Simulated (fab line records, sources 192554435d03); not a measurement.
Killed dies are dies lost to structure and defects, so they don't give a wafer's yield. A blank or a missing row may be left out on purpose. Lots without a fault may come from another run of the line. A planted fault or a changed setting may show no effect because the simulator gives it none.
fab line records | flow n5_finfet
record lots=24 wafers=72 last_day=17
route steps=1938 shown BEOL_M2@900 BEOL_M3@932
lots that met no fault: from a run of the same line without faults
start_h: hours from the record's first day to the start of the lot's first wafer shown | wait_h: hours since the lot's step before | " the same as in the row above | L1.1+2: a row that stands for several wafers | - no value, or no start given | * or withheld: withheld | < > ~ a bound
route shown NAME@n: a module of which the file shows steps, and the number in the route of the first | usual: mean/standard deviation of fault-free wafers | same: alike in all rows | chamber/n: place in a boat | sites: the reading at each site | _std_site: their standard deviation | _edge_site: outer sites' mean less inner sites' | radius_mm: how far each site lies from the wafer's centre | mask NAME#n: copy n | behind: the tool/chamber that last shaped the wafer | hold: why the lot was held/for how many hours/how that ended | device: the transistor (n, p or np) that didn't switch | end of line: the same wafers' tests at the end of the route | a step without rows: its recipe alone | killed: dies lost to structure and defects at the first sort, not the wafer's yield | map: a wafer's dies, x killed, . not, _ none there
set.NAME: the setting as run; set.NAME@STEP: as run at that earlier step | model.NAME: the simulator's own value behind a step, which no gauge read
steps of the route over a sample of lots; a table a step, a row a wafer
services: from which hour (start_h, from the record's first day; less than 0 if before it) a tool's chamber was out of use, for how many hours, and why
## steps
# step N5_BEOL_M2_PRE_CLEAN_45
# recipe gas=H2/He time_s=30 temp_c=250
# usual heater_power_w=336/23
# same time_s=30
# columns lot.wafer tool chamber start_h wait_h heater_power_w
L075.3 pvd_sputter-02 - 137.68 0.0 308
L075.5 " - " " 341
L075.6 " - " " 323
L074.2 pvd_sputter-03 - 138.18 0.0 340
L074.3 " - " " 359
L074.4 " - " " 308
L076.2 pvd_sputter-03 - 142.51 0.0 308
L076.5 " - " " 333
L076.6 " - " " 361
L077.2 pvd_sputter-02 - 153.58 0.0 314
L077.5 " - " " 342
L077.6 " - " " 305
L078.1 pvd_sputter-01 - 159.73 0.0 351
L078.3 " - " " 322
L078.6 " - " " 352
L079.3 pvd_sputter-03 - 168.93 0.0 332
L079.5 " - " " 310
L079.6 " - " " 332
L080.1 pvd_sputter-01 - 168.99 0.0 367
L080.4 " - " " 333
L080.5 " - " " 362
L081.2 pvd_sputter-01 - 181.15 0.0 352
L081.4 " - " " 289
L081.6 " - " " 362
L083.4 pvd_sputter-01 - 183.81 0.0 323
L083.5 " - " " 351
L083.6 " - " " 326
L082.1 pvd_sputter-03 - 184.15 0.0 337
L082.2 " - " " 354
L082.4 " - " " 357
L084.3 pvd_sputter-02 - 187.34 0.0 356
L084.4 " - " " 305
L084.5 " - " " 314
L085.2 pvd_sputter-02 - 197.06 0.0 327
L085.3 " - " " 300
L085.6 " - " " 312
L086.1 pvd_sputter-01 - 205.88 0.0 330
L086.2 " - " " 354
L086.4 " - " " 302
L087.2 pvd_sputter-03 - 208.93 0.0 369
L087.3 " - " " 317
L087.6 " - " " 361
L090.1 pvd_sputter-03 - 224.83 0.0 353
L090.4 " - " " 361
L090.6 " - " " 367
L088.1 pvd_sputter-01 - 225.37 0.0 350
L088.2 " - " " 370
L088.4 " - " " 293
L091.1 pvd_sputter-03 - 231.43 0.0 362
L091.3 " - " " 308
L091.4 " - " " 354
L089.1 pvd_sputter-03 - 235.63 0.0 313
L089.4 " - " " 349
L089.6 " - " " 367
L092.2 pvd_sputter-01 - 236.42 0.0 365
L092.4 " - " " 355
L092.6 " - " " 359
L093.1 pvd_sputter-03 - 246.32 0.0 347
L093.5 " - " " 354
L093.6 " - " " 309
L094.2 pvd_sputter-01 - 250.47 0.0 296
L094.3 " - " " 366
L094.5 " - " " 348
L095.1 pvd_sputter-01 - 260.04 0.0 319
L095.2 " - " " 352
L095.4 " - " " 357
L096.2 pvd_sputter-03 - 272.48 0.0 343
L096.3 " - " " 348
L096.4 " - " " 305
L097.2 pvd_sputter-01 - 275.75 0.0 320
L097.3 " - " " 291
L097.6 " - " " 292
# step N5_BEOL_M2_ANNEAL_93
# recipe temp_c=400 time_s=240 ambient=vacuum
# usual heater_power_w=827/62
# same time_s=240
# columns lot.wafer tool chamber start_h wait_h heater_power_w
L075.3 pvd_sputter-01 - 140.05 0.0 905
L075.5 " - " " 892
L075.6 " - " " 738
L074.2 pvd_sputter-02 - 140.19 0.0 776
L074.3 " - " " 748
L074.4 " - " " 871
L076.2 pvd_sputter-03 - 144.51 0.0 854
L076.5 " - " " 912
L076.6 " - " " 849
L077.2 pvd_sputter-03 - 155.64 0.0 897
L077.5 " - " " 840
L077.6 " - " " 778
L078.1 pvd_sputter-02 - 161.75 0.0 811
L078.3 " - " " 727
L078.6 " - " " 775
L079.3 pvd_sputter-01 - 171.17 0.0 813
L079.5 " - " " 855
L079.6 " - " " 796
L080.1 pvd_sputter-03 - 171.27 0.0 778
L080.4 " - " " 883
L080.5 " - " " 889
L081.2 pvd_sputter-01 - 183.08 0.0 852
L081.4 " - " " 731
L081.6 " - " " 884
L083.4 pvd_sputter-01 - 185.71 0.0 833
L083.5 " - " " 843
L083.6 " - " " 898
L082.1 pvd_sputter-01 - 187.55 0.0 875
L082.2 " - " " 795
L082.4 " - " " 914
L084.3 pvd_sputter-01 - 189.51 0.0 724
L084.4 " - " " 879
L084.5 " - " " 726
L085.2 pvd_sputter-02 - 201.06 0.0 777
L085.3 " - " " 785
L085.6 " - " " 880
L086.1 pvd_sputter-01 - 207.91 0.0 819
L086.2 " - " " 898
L086.4 " - " " 713
L087.2 pvd_sputter-03 - 211.16 0.0 841
L087.3 " - " " 896
L087.6 " - " " 919
L090.1 pvd_sputter-03 - 226.89 0.0 933
L090.4 " - " " 844
L090.6 " - " " 842
L088.1 pvd_sputter-02 - 227.28 0.0 787
L088.2 " - " " 729
L088.4 " - " " 869
L091.1 pvd_sputter-02 - 233.42 0.0 733
L091.3 " - " " 773
L091.4 " - " " 892
L089.1 pvd_sputter-02 - 237.74 0.0 746
L089.4 " - " " 894
L089.6 " - " " 775
L092.2 pvd_sputter-03 - 238.38 0.0 913
L092.4 " - " " 874
L092.6 " - " " 751
L093.1 pvd_sputter-03 - 248.25 0.0 848
L093.5 " - " " 891
L093.6 " - " " 920
L094.2 pvd_sputter-03 - 252.41 0.0 914
L094.3 " - " " 883
L094.5 " - " " 859
L095.1 pvd_sputter-02 - 262.05 0.0 762
L095.2 " - " " 743
L095.4 " - " " 863
L096.2 pvd_sputter-01 - 274.48 0.0 718
L096.3 " - " " 903
L096.4 " - " " 795
L097.2 pvd_sputter-01 - 277.68 0.0 853
L097.3 " - " " 832
L097.6 " - " " 864
# step N5_BEOL_M2_ANNEAL_51
# recipe temp_c=225 time_s=90 ambient=N2
# usual wafer_temp_C_max=226.19/0.29
# same time_s=90
# columns lot.wafer tool chamber start_h wait_h wafer_temp_C_max
L075.3 rtp_anneal-02 0 140.83 0.3 226.16
L075.5 " 0 " " 225.83
L075.6 " 0 " " 226.01
L074.2 rtp_anneal-01 0 140.83 0.1 226.39
L074.3 " 0 " " 226.35
L074.4 " 0 " " 225.92
L076.2 rtp_anneal-01 0 145.13 0.1 226.54
L076.5 " 0 " " 226.46
L076.6 " 0 " " 226.32
L077.2 rtp_anneal-01 0 156.24 0.1 226.19
L077.5 " 0 " " 226.59
L077.6 " 0 " " 226.31
L078.1 rtp_anneal-01 0 162.47 0.2 226.61
L078.3 " 0 " " 226.60
L078.6 " 0 " " 225.99
L079.3 rtp_anneal-01 0 171.81 0.1 226.29
L079.5 " 0 " " 226.01
L079.6 " 0 " " 226.04
L080.1 rtp_anneal-01 0 171.99 0.2 226.24
L080.4 " 0 " " 225.96
L080.5 " 0 " " 226.49
L081.2 rtp_anneal-01 0 183.70 0.1 226.12
L081.4 " 0 " " 226.07
L081.6 " 0 " " 226.08
L083.4 rtp_anneal-01 0 186.40 0.2 226.06
L083.5 " 0 " " 225.86
L083.6 " 0 " " 226.11
L082.1 rtp_anneal-02 0 188.11 0.1 226.30
L082.2 " 0 " " 226.18
L082.4 " 0 " " 225.95
L084.3 rtp_anneal-01 0 190.55 0.5 225.71
L084.4 " 0 " " 225.85
L084.5 " 0 " " 226.24
L085.2 rtp_anneal-01 0 201.89 0.3 226.79
L085.3 " 0 " " 226.55
L085.6 " 0 " " 225.99
L086.1 rtp_anneal-02 0 209.42 1.0 226.27
L086.2 " 0 " " 226.17
L086.4 " 0 " " 226.56
L087.2 rtp_anneal-01 0 211.80 0.2 226.25
L087.3 " 0 " " 226.81
L087.6 " 0 " " 226.40
L090.1 rtp_anneal-02 0 227.45 0.1 225.46
L090.4 " 0 " " 226.06
L090.6 " 0 " " 226.05
L088.1 rtp_anneal-02 0 227.84 0.1 226.43
L088.2 " 0 " " 226.13
L088.4 " 0 " " 226.26
L091.1 rtp_anneal-01 0 233.98 0.1 226.72
L091.3 " 0 " " 226.44
L091.4 " 0 " " 226.55
L089.1 rtp_anneal-02 0 238.33 0.1 226.27
L089.4 " 0 " " 226.01
L089.6 " 0 " " 225.69
L092.2 rtp_anneal-02 0 238.98 0.1 225.98
L092.4 " 0 " " 226.47
L092.6 " 0 " " 226.03
L093.1 rtp_anneal-02 0 248.80 0.1 226.11
L093.5 " 0 " " 225.67
L093.6 " 0 " " 225.91
L094.2 rtp_anneal-01 0 253.02 0.1 226.56
L094.3 " 0 " " 226.36
L094.5 " 0 " " 226.68
L095.1 rtp_anneal-02 0 262.61 0.1 226.66
L095.2 " 0 " " 226.14
L095.4 " 0 " " 226.17
L096.2 rtp_anneal-02 0 275.09 0.1 225.59
L096.3 " 0 " " 226.10
L096.4 " 0 " " 225.92
L097.2 rtp_anneal-02 0 278.28 0.1 225.90
L097.3 " 0 " " 226.29
L097.6 " 0 " " 226.08
# step N5_BEOL_M3_THK_MEAS_01
# recipe reads=SiOC_of_BEOL_M3_ILD_DEP_00
# usual M3_ILD_THK=78.8/1.1
# columns lot.wafer tool chamber start_h wait_h M3_ILD_THK[nm]
L075.3 film_metro-02 - 141.72 0.1 78.3
L075.5 " - " " 78.7
L075.6 " - " " 79.6
L074.2 film_metro-01 - 141.77 0.1 80.3
L074.3 " - " " 80.2
L074.4 " - " " 79.9
L076.2 film_metro-02 - 146.07 0.1 77.3
L076.5 " - " " 78.7
L076.6 " - " " 81.1
L077.2 film_metro-02 - 157.20 0.1 77.4
L077.5 " - " " 79.4
L077.6 " - " " 78.0
L078.1 film_metro-02 - 163.45 0.0 79.0
L078.3 " - " " 78.3
L078.6 " - " " 79.8
L079.3 film_metro-01 - 172.71 0.1 77.5
L079.5 " - " " 77.4
L079.6 " - " " 79.6
L080.1 film_metro-01 - 173.00 0.0 78.8
L080.4 " - " " 79.9
L080.5 " - " " 80.3
L081.2 film_metro-02 - 184.65 0.1 77.9
L081.4 " - " " 79.9
L081.6 " - " " 79.4
L083.4 film_metro-02 - 187.38 0.1 79.5
L083.5 " - " " 80.7
L083.6 " - " " 79.3
L082.1 film_metro-02 - 189.09 0.0 78.7
L082.2 " - " " 79.5
L082.4 " - " " 80.8
L084.3 film_metro-02 - 191.50 0.1 78.3
L084.4 " - " " 79.5
L084.5 " - " " 78.9
L085.2 film_metro-02 - 202.84 0.1 77.8
L085.3 " - " " 80.0
L085.6 " - " " 79.3
L086.1 film_metro-02 - 210.43 0.1 77.6
L086.2 " - " " 76.9
L086.4 " - " " 79.2
L087.2 film_metro-01 - 213.00 0.1 77.4
L087.3 " - " " 77.9
L087.6 " - " " 78.8
L090.1 film_metro-01 - 228.56 0.0 78.1
L090.4 " - " " 78.6
L090.6 " - " " 80.0
L088.1 film_metro-02 - 228.87 0.0 78.0
L088.2 " - " " 78.6
L088.4 " - " " 79.3
L091.1 film_metro-02 - 234.96 0.0 78.0
L091.3 " - " " 79.4
L091.4 " - " " 80.3
L089.1 film_metro-01 - 239.31 0.0 78.2
L089.4 " - " " 78.7
L089.6 " - " " 80.2
L092.2 film_metro-01 - 239.92 0.1 79.3
L092.4 " - " " 80.2
L092.6 " - " " 81.4
L093.1 film_metro-02 - 249.78 0.0 78.6
L093.5 " - " " 79.4
L093.6 " - " " 77.8
L094.2 film_metro-01 - 253.97 0.1 78.8
L094.3 " - " " 79.2
L094.5 " - " " 77.6
L095.1 film_metro-02 - 263.61 0.1 76.1
L095.2 " - " " 75.8
L095.4 " - " " 78.5
L096.2 film_metro-02 - 276.02 0.1 77.9
L096.3 " - " " 78.4
L096.4 " - " " 79.4
L097.2 film_metro-01 - 279.22 0.1 76.7
L097.3 " - " " 76.8
L097.6 " - " " 78.5
# step N5_BEOL_M3_CD_MEAS_11
# recipe target_cd_nm=17.05 landing_energy_ev=500 detector=se_inlens polarity=opening
# usual cd_nm=17.03/0.24
# same landing_energy_ev=500
# columns lot.wafer tool chamber start_h wait_h cd_nm
L075.3 cd_sem-02 0 142.68 - 16.71
L075.5 " 0 " " 17.15
L075.6 " 0 " " 17.25
L074.2 cd_sem-02 0 142.84 - 17.27
L074.3 " 0 " " 17.31
L074.4 " 0 " " 17.06
L076.2 cd_sem-02 0 149.16 - 16.85
L076.5 " 0 " " 17.07
L076.6 " 0 " " 17.20
L077.2 cd_sem-03 0 159.22 - 17.49
L077.5 " 0 " " 17.16
L077.6 " 0 " " 17.13
L078.1 cd_sem-03 0 164.29 - 16.69
L078.3 " 0 " " 17.17
L078.6 " 0 " " 16.69
L079.3 cd_sem-01 0 173.32 - 17.04
L079.5 " 0 " " 17.35
L079.6 " 0 " " 16.71
L080.1 cd_sem-02 0 174.22 - 17.03
L080.4 " 0 " " 16.77
L080.5 " 0 " " 16.64
L081.2 cd_sem-03 0 187.21 - 17.08
L081.4 " 0 " " 16.76
L081.6 " 0 " " 16.50
L083.4 cd_sem-03 0 188.89 - 16.92
L083.5 " 0 " " 17.18
L083.6 " 0 " " 17.15
L082.1 cd_sem-02 0 190.21 - 17.26
L082.2 " 0 " " 16.99
L082.4 " 0 " " 16.88
L084.3 cd_sem-02 0 192.56 - 17.16
L084.4 " 0 " " 17.07
L084.5 " 0 " " 17.15
L085.2 cd_sem-03 0 204.63 - 17.35
L085.3 " 0 " " 17.02
L085.6 " 0 " " 17.10
L086.1 cd_sem-02 0 212.11 - 17.33
L086.2 " 0 " " 17.29
L086.4 " 0 " " 17.52
L087.2 cd_sem-03 0 213.72 - 16.78
L087.3 " 0 " " 16.48
L087.6 " 0 " " 16.80
L090.1 cd_sem-03 0 229.41 - 17.26
L090.4 " 0 " " 17.07
L090.6 " 0 " " 17.34
L088.1 cd_sem-02 0 230.93 - 17.03
L088.2 " 0 " " 17.03
L088.4 " 0 " " 16.96
L091.1 cd_sem-03 0 236.28 - 16.65
L091.3 " 0 " " 17.19
L091.4 " 0 " " 17.06
L089.1 cd_sem-01 0 241.75 - 17.38
L089.4 " 0 " " 16.46
L089.6 " 0 " " 17.22
L092.2 cd_sem-01 0 241.95 - 17.18
L092.4 " 0 " " 17.05
L092.6 " 0 " " 16.91
L093.1 cd_sem-01 0 250.72 - 17.28
L093.5 " 0 " " 16.86
L093.6 " 0 " " 17.21
L094.2 cd_sem-03 0 258.14 - 17.30
L094.3 " 0 " " 17.20
L094.5 " 0 " " 16.84
L095.1 cd_sem-03 0 265.17 - 17.28
L095.2 " 0 " " 16.85
L095.4 " 0 " " 17.21
L096.2 cd_sem-01 0 276.64 - 16.91
L096.3 " 0 " " 16.83
L096.4 " 0 " " 17.05
L097.2 cd_sem-02 0 280.15 - 17.41
L097.3 " 0 " " 17.03
L097.6 " 0 " " 17.20
# step N5_BEOL_M3_ETCH_74
# recipe chemistry=N2/H2 target=underlayer target_depth_a=65 mask_material=CAR-EUV time_s=5.2 ion_energy_ev=200 pressure_mtorr=30 source_w=840 bias_w=150 n2_flow_sccm=200 h2_flow_sccm=200 ends=cleared
# usual drypump_motor_current_A=5.6/0.54 etch_rf_on_time_s=5.16/0.12 oes_product_au=0.67/0.065 rf_vpp_V=524/3.4 showerhead_plenum_p_Torr=2.54/0.11 throttle_valve_pct=17.81/0.27
# columns lot.wafer tool chamber start_h wait_h drypump_motor_current_A etch_rf_on_time_s oes_product_au rf_hours_counter_h rf_vpp_V showerhead_plenum_p_Torr throttle_valve_pct
L075.3 rie_diel-03 2 142.83 0.0 5.0 5.26 0.65 146 520 2.42 17.55
L075.5 " 1 " " 6.1 5.16 0.78 - 522 2.51 17.87
L075.6 " 2 " " 5.1 5.21 0.65 - 520 2.42 17.57
L074.2 rie_diel-05 2 143.00 0.0 6.8 5.00 0.72 92 526 2.68 17.48
L074.3 " 0 " " 5.6 5.03 0.67 108 519 2.35 17.80
L074.4 " 1 " " 6.1 5.33 0.72 48 528 2.71 17.59
L076.2 rie_diel-01 0 149.31 0.0 4.9 5.12 0.75 50 526 2.60 18.05
L076.5 " 2 " " 5.0 5.22 0.60 - 524 2.51 18.40
L076.6 " 3 " " 5.4 5.21 0.60 - 519 2.44 17.92
L077.2 rie_diel-01 2 159.37 0.0 5.0 5.31 0.59 227 523 2.51 18.40
L077.5 " 1 " " 5.8 5.01 0.76 - 526 2.59 17.74
L077.6 " 2 " " 5.0 5.24 0.59 - 524 2.51 18.40
L078.1 rie_diel-05 0 164.66 0.0 5.6 5.03 0.66 115 517 2.35 17.78
L078.3 " 2 " " 6.7 5.03 0.70 99 526 2.67 17.49
L078.6 " 3 " " 5.8 5.27 0.61 - 526 2.61 17.42
L079.3 rie_diel-05 2 173.47 0.0 6.8 4.95 0.70 101 526 2.67 17.47
L079.5 " 1 " " 6.1 5.21 0.73 - 526 2.70 17.62
L079.6 " 0 " " 5.6 4.96 0.68 - 518 2.35 17.80
L080.1 rie_diel-05 3 174.38 0.0 5.8 5.24 0.61 209 529 2.61 17.42
L080.4 " 2 " " 6.7 5.04 0.71 101 526 2.67 17.49
L080.5 " 0 " " 5.6 5.05 0.65 - 516 2.35 17.79
L081.2 rie_diel-01 1 187.37 0.0 5.8 5.02 0.73 44 526 2.58 17.74
L081.4 " 0 " " 4.9 5.15 0.74 62 524 2.60 18.06
L081.6 " 3 " " 5.4 5.17 0.60 - 520 2.43 17.96
L083.4 rie_diel-03 1 189.06 0.0 6.1 5.16 0.76 - 524 2.51 17.87
L083.5 " 3 " " 5.4 5.29 0.60 - 526 2.61 17.95
L083.6 " 2 " " 5.1 5.19 0.64 - 520 2.42 17.58
L082.1 rie_diel-01 3 190.37 0.0 5.4 5.27 0.60 211 520 2.43 17.96
L082.2 " 2 " " 5.0 5.35 0.57 236 524 2.51 18.44
L082.4 " 0 " " 4.9 5.14 0.73 62 524 2.59 18.08
L084.3 rie_diel-05 3 193.25 0.0 5.8 5.18 0.61 214 525 2.61 17.46
L084.4 " 2 " " 6.8 5.03 0.70 106 526 2.67 17.49
L084.5 " 2 " " 6.7 5.01 0.70 - 529 2.67 17.50
L085.2 rie_diel-05 3 205.14 0.0 5.8 5.22 0.59 218 526 2.61 17.49
L085.3 " 2 " " 6.8 5.06 0.69 110 528 2.67 17.51
L085.6 " 1 " " 6.1 5.26 0.70 - 528 2.70 17.65
L086.1 rie_diel-01 0 212.27 0.0 4.9 5.14 0.73 68 525 2.59 18.07
L086.2 " 2 " " 5.0 5.28 0.59 242 522 2.51 18.44
L086.4 " 1 " " 5.8 5.02 0.73 - 522 2.58 17.78
L087.2 rie_diel-01 0 214.54 0.0 4.9 5.14 0.73 69 522 2.59 18.07
L087.3 " 1 " " 5.8 5.04 0.73 51 525 2.58 17.78
L087.6 " 1 " " 5.8 4.99 0.74 - 526 2.58 17.79
L090.1 rie_diel-05 0 229.56 0.0 5.6 5.00 0.65 133 516 2.34 17.81
L090.4 " 1 " " 6.1 5.33 0.69 73 527 2.69 17.64
L090.6 " 3 " " 5.8 5.25 0.59 - 527 2.60 17.47
L088.1 rie_diel-01 1 231.09 0.0 5.8 4.97 0.74 58 525 2.58 17.76
L088.2 " 3 " " 5.4 5.26 0.59 218 521 2.43 17.93
L088.4 " 3 " " 5.4 5.20 0.59 - 520 2.43 17.93
L091.1 rie_diel-05 2 236.44 0.0 6.7 5.03 0.69 119 529 2.67 17.51
L091.3 " 1 " " 6.1 5.22 0.70 76 529 2.69 17.69
L091.4 " 3 " " 5.8 5.20 0.60 227 525 2.60 17.46
L089.1 rie_diel-05 3 241.91 0.0 5.8 5.17 0.60 229 528 2.60 17.47
L089.4 " 2 " " 6.8 4.97 0.69 120 530 2.66 17.49
L089.6 " 3 " " 5.8 5.18 0.60 - 526 2.60 17.48
L092.2 rie_diel-01 1 242.20 0.0 5.8 5.00 0.73 63 524 2.57 17.79
L092.4 " 0 " " 4.9 5.13 0.72 - 528 2.59 18.09
L092.6 " 3 " " 5.4 5.23 0.58 - 522 2.43 17.95
L093.1 rie_diel-05 3 251.16 0.0 5.8 5.18 0.60 232 525 2.60 17.47
L093.5 " 1 " " 6.1 5.27 0.69 - 528 2.69 17.67
L093.6 " 2 " " 6.8 5.04 0.68 - 527 2.66 17.52
L094.2 rie_diel-01 0 258.29 0.0 4.9 5.18 0.72 85 526 2.58 18.10
L094.3 " 1 " " 5.8 4.99 0.71 67 523 2.57 17.81
L094.5 " 3 " " 5.4 5.25 0.58 - 520 2.42 17.95
L095.1 rie_diel-01 0 265.36 0.0 4.9 5.16 0.71 87 523 2.58 18.09
L095.2 " 2 " " 5.0 5.21 0.83 5 524 2.50 18.02
L095.4 " 3 " " 5.3 5.23 0.58 230 520 2.42 17.96
L096.2 rie_diel-03 1 277.18 0.0 6.1 5.25 0.71 74 521 2.49 17.93
L096.3 " 2 " " 5.1 5.21 0.63 189 521 2.41 17.64
L096.4 " 0 " " 5.9 5.37 0.60 193 523 2.53 18.14
L097.2 rie_diel-03 0 280.55 0.0 5.9 5.48 0.60 195 522 2.53 18.18
L097.3 " 3 " " 5.4 5.24 0.80 4 528 2.60 17.51
L097.6 " 2 " " 5.1 5.26 0.62 - 520 2.41 17.65
## services
# columns tool chamber start_h hours kind
pvd_sputter-03 - 116.95 1.2 repair
rie_diel-01 1 140.00 12.9 repair
rie_diel-05 - 159.79 0.5 repair
rie_diel-03 0 181.89 7.9 repair
rie_diel-01 3 211.88 14.8 repair
rie_diel-01 2 230.42 - clean
rie_diel-01 2 230.42 - consumable_replace:focus_ring
rie_diel-01 2 230.42 13.2 scheduled_down
rie_diel-01 2 230.42 13.2 vent_cycle
rie_diel-03 3 232.01 2.0 repair
rie_diel-03 3 245.09 - clean
rie_diel-03 3 245.09 - consumable_replace:focus_ring
rie_diel-03 3 245.09 17.9 scheduled_down
rie_diel-03 3 245.09 17.9 vent_cycle
rie_diel-03 3 266.40 4.3 repair
## key
fault none
